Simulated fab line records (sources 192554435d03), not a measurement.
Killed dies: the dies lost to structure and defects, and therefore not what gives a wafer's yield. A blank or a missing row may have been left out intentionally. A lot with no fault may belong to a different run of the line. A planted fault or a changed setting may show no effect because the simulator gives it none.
The same fault as seen by 3 desks + flow n5 finfet + each desk holds nothing but its own numbers, with what lay behind them at the end

== AT THE METROLOGY DESK ==
Lot by lot, what the gauges showed, no matter which tool ran the lot: averages of those sampled wafers that carry a number. The brackets show how far a lot's mean lies from the usual mean; more than 4 standard deviations puts the lot out of limits, marked OUT. Of its 10 readings 7 are shown: those that lie furthest out on some lot.
Columns: A = DIBL_N at N5_BEOL_M4_RC_MEAS_101, usual 37.5 mV/V; B = DIBL_P at N5_BEOL_M4_RC_MEAS_101, usual 38 mV/V; C = IOFF_N at N5_BEOL_M4_RC_MEAS_101, usual 0.19 nA/um; D = ION_P at N5_BEOL_M4_RC_MEAS_101, usual 465 uA/um; E = SS_N at N5_BEOL_M4_RC_MEAS_101, usual 72.0 mV/dec; F = SS_P at N5_BEOL_M4_RC_MEAS_101, usual 73.7 mV/dec; G = VT_N at N5_BEOL_M4_RC_MEAS_101, usual 248 mV
| lot  | first seen here | A    | B  | C    | D   | E    | F    | G   |
|------|-----------------|------|----|------|-----|------|------|-----|
| L278 | day 7 19:21     | 37.2 | 38 | 0.18 | 461 | 71.9 | 73.5 | 251 |
| L279 | day 8 02:04     | 37.3 | 39 | 0.18 | 461 | 72.4 | 73.8 | 251 |
| L283 | day 8 23:56     | 32.7 | 32 | 0.11 | 460 | 70.2 | 72.1 | 254 |
| L284 | day 9 23:35     | 37.3 | 39 | 0.20 | 465 | 72.0 | 74.2 | 249 |
| L288 | day 11 11:34    | 36.7 | 38 | 0.21 | 477 | 72.2 | 73.9 | 244 |
| L290 | day 11 13:32    | 35.9 | 36 | 0.16 | 452 | 71.5 | 73.2 | 247 |
| L294 | day 11 22:50    | 37.1 | 38 | 0.17 | 464 | 72.0 | 73.8 | 250 |
| L295 | day 12 19:31    | 37.5 | 38 | 0.18 | 460 | 72.0 | 73.3 | 249 |
| L297 | day 13 00:09    | 36.9 | 36 | 0.18 | 464 | 71.9 | 73.7 | 247 |
| L299 | day 13 22:26    | 39.2 | 41 | 0.21 | 465 | 72.0 | 74.6 | 246 |
| L298 | day 13 22:40    | 39.7 | 37 | 0.20 | 464 | 72.5 | 73.7 | 249 |
Finding of this desk: none of the 11 lots has anything out of limits.

== FOR THE TOOL OWNER'S DESK: litho track-02 ==
The tool's own readings at N5_BEOL_M1_COAT_76 (time 60 s, resist thk 5 nm): means of the sampled wafers that have a number, for each lot that ran on this tool. The brackets show how far a lot's mean lies from the usual mean; more than 4 standard deviations puts the lot out of limits, marked OUT.
Columns: A = run length s at N5_BEOL_M1_COAT_76, usual 66.21 s
| lot  | first seen here | A                |
|------|-----------------|------------------|
| L278 | day 6 01:13     | 66.20            |
| L279 | day 6 07:30     | 66.12            |
| L284 | day 7 19:22     | 66.09            |
| L290 | day 9 17:04     | 67.62 (+11) OUT  |
| L294 | day 10 01:30    | 67.47 (+9.7) OUT |
| L295 | day 10 10:05    | 67.62 (+11) OUT  |
This desk's finding: out of limits on L290, L294, L295; first on L290, day 9 17:04 (run length s at N5_BEOL_M1_COAT_76). Within limits: L278, L279, L284.

== THE DEFECT DESK ==
What the inspections along the route counted, lot by lot: means of the sampled wafers that have a number. The brackets show how far a lot's mean lies from the usual mean; more than 4 standard deviations puts the lot out of limits, marked OUT.
Columns: A = raw defect count at N5_BEOL_M1_INSPECT_13, usual 426
| lot  | first seen here | A   |
|------|-----------------|-----|
| L278 | day 6 00:40     | 443 |
| L279 | day 6 06:56     | 357 |
| L283 | day 7 05:21     | 324 |
| L284 | day 7 18:35     | 568 |
| L288 | day 8 23:28     | 449 |
| L290 | day 9 16:34     | 398 |
| L294 | day 10 00:59    | 360 |
| L295 | day 10 09:35    | 458 |
| L297 | day 10 23:52    | 317 |
| L298 | day 11 06:37    | 396 |
| L299 | day 11 06:41    | 386 |
Finding of this desk: none of the 11 lots has anything out of limits.

== TAKEN TOGETHER ==
The tool owner's desk could have raised an alarm at day 9 17:04, on L290, L294, L295.
From the metrology desk's view, nothing was out of limits.
No out-of-limits result turned up at the defect desk.
The metrology desk holds a record of L290, L294, L295, inside its limits.
The defect desk has L290, L294, L295 on record, within its limits.
N5_BEOL_M1_COAT_76 was run on litho track-02 by each of the lots named.

== WHAT THE SIMULATOR HAD PUT IN ==
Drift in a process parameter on litho track-02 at N5_BEOL_M1_COAT_76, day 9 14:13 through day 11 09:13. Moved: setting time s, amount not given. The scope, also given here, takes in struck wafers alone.
Shown lots that were struck: L290, L294, L295.
Delay in hours, fault start to first out-of-limits reading, by desk: the tool owner's desk at 3.
